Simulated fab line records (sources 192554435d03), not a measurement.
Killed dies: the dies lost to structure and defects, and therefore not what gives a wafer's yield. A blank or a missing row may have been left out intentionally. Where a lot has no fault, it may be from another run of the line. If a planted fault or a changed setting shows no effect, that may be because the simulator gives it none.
Matching of chambers	flow n5Finfet	N5_FIN_SAQP_HM_DEP_03 on pecvd-02 has 3 sister chambers
The step deposits SiNx from SiH4/NH3/N2, target thk 38 nm, time 33.6 s. 14 wafers are shown with their chamber, then 7 later ones without.

## EACH WAFER AND ITS CHAMBER
wafer	chamber	throttleValvePct (%)	showerheadPlenumPTorr (Torr)	heaterPowerW (W)
L075.3	2	37	5.28	785
L075.5	0	42	5.13	569
L075.6	2	37	5.28	779
L078.1	2	37	5.28	880
L078.3	1	42	5.11	1056
L078.5	2	37	5.27	889
L086.2	0	42	5.12	542
L086.3	2	38	5.29	926
L086.6	0	42	5.13	527
L088.1	0	42	5.14	588
L088.2	2	37	5.29	828
L088.4	1	42	5.12	1010
L094.2	0	42	5.13	511
L094.4	1	42	5.12	879

SIGNATURES (averages over the wafers above)
reading	chamber 0	chamber 1	chamber 2	scatter within a chamber
throttleValvePct	42.00	42.00	37.17	0.275
showerheadPlenumPTorr	5.1300	5.1167	5.2817	0.00707
heaterPowerW	547.40	981.67	847.83	59.3
Rule: for a wafer and a chamber, the distance is found by dividing, reading by reading, the gap between the wafer's reading and the chamber's mean by the reading's scatter, squaring, summing and taking the root. The wafer belongs to the nearest chamber; if the next one is less than 2 further off, it can't be placed. The scatter: the root of (the sum of the squares of (reading less its chamber's mean) over the shown wafers, divided by (wafers less chambers)).

## WAFERS WHOSE CHAMBER IS MISSING
wafer	throttleValvePct (%)	showerheadPlenumPTorr (Torr)	heaterPowerW (W)
L094.5	38	5.28	888
L095.2	42	5.15	552
L095.3	42	5.12	908
L095.4	38	5.31	935
L096.2	42	5.12	1060
L096.3	42	5.12	571
L096.6	38	5.28	886

## CHAMBER TAKEN BY EACH
wafer	from the rows above	in truth
L094.5	2	2
L095.2	0	0
L095.3	1	1
L095.4	2	2
L096.2	1	1
L096.3	0	0
L096.6	2	2
7 of 7 placed correctly. Can't be placed from these rows: 0. 0 placed wrongly.
